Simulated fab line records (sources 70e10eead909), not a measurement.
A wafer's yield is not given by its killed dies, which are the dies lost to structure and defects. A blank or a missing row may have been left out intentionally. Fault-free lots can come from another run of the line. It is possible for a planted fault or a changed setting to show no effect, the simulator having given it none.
Commonality check across tools + flow nand harc + 13 lots and 45 wafers in the sample

## WHY IT WAS OPENED
On 2 of the 13 lots, a flag is raised at NHARC_A_ONON_D2_THK_MEAS_05 on the reading thk nm. Fault-free wafers read 1000 nm, with a standard deviation of 10.
Rule: a lot is flagged when every wafer of it that has a number lies more than 4 standard deviations from that mean, or none has a number. The other lots count as sound.

| lot  | measured     | on            | thk nm (nm), wafer by wafer   | flag    |
|------|--------------|---------------|-------------------------------|---------|
| L100 | day 12 08:07 | film metro-02 | 994 995 994                   |         |
| L102 | day 13 04:47 | film metro-01 | 1001 1001 1001                |         |
| L101 | day 13 04:49 | film metro-02 | 1000 998 997                  |         |
| L103 | day 13 14:47 | film metro-02 | 994 994 995                   |         |
| L104 | day 14 04:44 | film metro-02 | 1573 1575 1571 1571 1571 1574 | FLAGGED |
| L107 | day 15 06:51 | film metro-01 | 1569 1569 1568 1571 1570 1572 | FLAGGED |
| L113 | day 18 08:41 | film metro-02 | 1003 1004 1004                |         |
| L116 | day 19 06:50 | film metro-01 | 988 987 987                   |         |
| L119 | day 20 02:46 | film metro-02 | 1019 1017 1019                |         |
| L118 | day 20 02:54 | film metro-01 | 981 980 981                   |         |
| L120 | day 20 15:27 | film metro-02 | 987 986 987                   |         |
| L121 | day 20 21:02 | film metro-02 | 989 989 987                   |         |
| L123 | day 21 23:34 | film metro-01 | 998 997 998                   |         |
On average the flagged lots' numbers are 1571 nm, which is +571 nm against the usual, or +57 standard deviations.

## WHICH TOOL EACH LOT WENT THROUGH
2 process steps preceding the reading are held in the record, out of 1302 steps in the route. Read each cell as the tool, then ch plus the chambers that the sampled wafers visited, then the start.
| lot  | flag    | NHARC_A_CHANNEL_FILL_D1_STRIP_28   | NHARC_A_ONON_D2_DEP_03           |
|------|---------|------------------------------------|----------------------------------|
| L100 |         | rie diel-13 ch 0,1, day 9 19:31    | pecvd onon-04 ch 0, day 12 07:43 |
| L102 |         | rie diel-13 ch 1,2, day 10 12:44   | pecvd onon-04 ch 0, day 13 04:20 |
| L101 |         | rie diel-05 ch 0,1,2, day 10 12:45 | pecvd onon-01 ch 0, day 13 04:20 |
| L103 |         | rie diel-05 ch 1,2,3, day 11 00:34 | pecvd onon-01 ch 0, day 13 14:20 |
| L104 | FLAGGED | rie diel-01 ch 1,2, day 11 11:19   | pecvd onon-01 ch 0, day 14 04:13 |
| L107 | FLAGGED | rie diel-01 ch 0,1,2, day 12 19:29 | pecvd onon-01 ch 0, day 15 06:19 |
| L113 |         | rie diel-13 ch 1,2,3, day 15 15:30 | pecvd onon-04 ch 0, day 18 08:10 |
| L116 |         | rie diel-01 ch 2,3, day 16 18:53   | pecvd onon-04 ch 0, day 19 06:23 |
| L119 |         | rie diel-05 ch 1,2, day 17 14:59   | pecvd onon-04 ch 0, day 20 02:19 |
| L118 |         | rie diel-01 ch 0,1,3, day 17 15:01 | pecvd onon-02 ch 0, day 20 02:23 |
| L120 |         | rie diel-01 ch 1,2,3, day 18 01:28 | pecvd onon-01 ch 0, day 20 15:04 |
| L121 |         | rie diel-05 ch 0,1,3, day 18 08:38 | pecvd onon-04 ch 0, day 20 20:31 |
| L123 |         | rie diel-01 ch 0,3, day 19 04:20   | pecvd onon-02 ch 0, day 21 23:10 |
What the steps here do:
- NHARC_A_CHANNEL_FILL_D1_STRIP_28: strips in O2, time 20 s.
- NHARC_A_ONON_D2_DEP_03: target thk 1000 nm.
- NHARC_A_ONON_D2_THK_MEAS_05: measures by ellipsometry.

## FLAGGED OVER TOTAL, TOOL BY TOOL (the gauges that took the reading come last)
| step                             | tool          | lots run | flagged | share of the flagged lots | sound lots run after its first flagged lot |
|----------------------------------|---------------|----------|---------|---------------------------|--------------------------------------------|
| NHARC_A_CHANNEL_FILL_D1_STRIP_28 | rie diel-01   | 6        | 2       | all                       | 4 (L116,L118,L120,L123)                    |
| NHARC_A_CHANNEL_FILL_D1_STRIP_28 | rie diel-05   | 4        | 0       | none                      | -                                          |
| NHARC_A_CHANNEL_FILL_D1_STRIP_28 | rie diel-13   | 3        | 0       | none                      | -                                          |
| NHARC_A_ONON_D2_DEP_03           | pecvd onon-01 | 5        | 2       | all                       | 1 (L120)                                   |
| NHARC_A_ONON_D2_DEP_03           | pecvd onon-02 | 2        | 0       | none                      | -                                          |
| NHARC_A_ONON_D2_DEP_03           | pecvd onon-04 | 6        | 0       | none                      | -                                          |
| NHARC_A_ONON_D2_THK_MEAS_05      | film metro-01 | 5        | 1       | some                      | 3 (L116,L118,L123)                         |
| NHARC_A_ONON_D2_THK_MEAS_05      | film metro-02 | 8        | 1       | some                      | 4 (L113,L119,L120,L121)                    |

## WHAT THE TABLE PERMITS
rie diel-01 at NHARC_A_CHANNEL_FILL_D1_STRIP_28 and pecvd onon-01 at NHARC_A_ONON_D2_DEP_03 are the 2 rows of the table that ran each flagged lot.
- rie diel-01 at NHARC_A_CHANNEL_FILL_D1_STRIP_28 ran 6 lots, 2 of them flagged. Lots that were sound ran on it after the first flagged one (L116, L118, L120, L123); a persistent fault on the entire tool would not allow that.
- pecvd onon-01 at NHARC_A_ONON_D2_DEP_03 ran 5 lots, 2 of them flagged. Lots that were sound ran on it after the first flagged one (L120); a persistent fault on the entire tool would not allow that.
None of the table's rows ran every flagged lot and, after the first, no sound lot.

## WHAT THE SIMULATOR PUT IN
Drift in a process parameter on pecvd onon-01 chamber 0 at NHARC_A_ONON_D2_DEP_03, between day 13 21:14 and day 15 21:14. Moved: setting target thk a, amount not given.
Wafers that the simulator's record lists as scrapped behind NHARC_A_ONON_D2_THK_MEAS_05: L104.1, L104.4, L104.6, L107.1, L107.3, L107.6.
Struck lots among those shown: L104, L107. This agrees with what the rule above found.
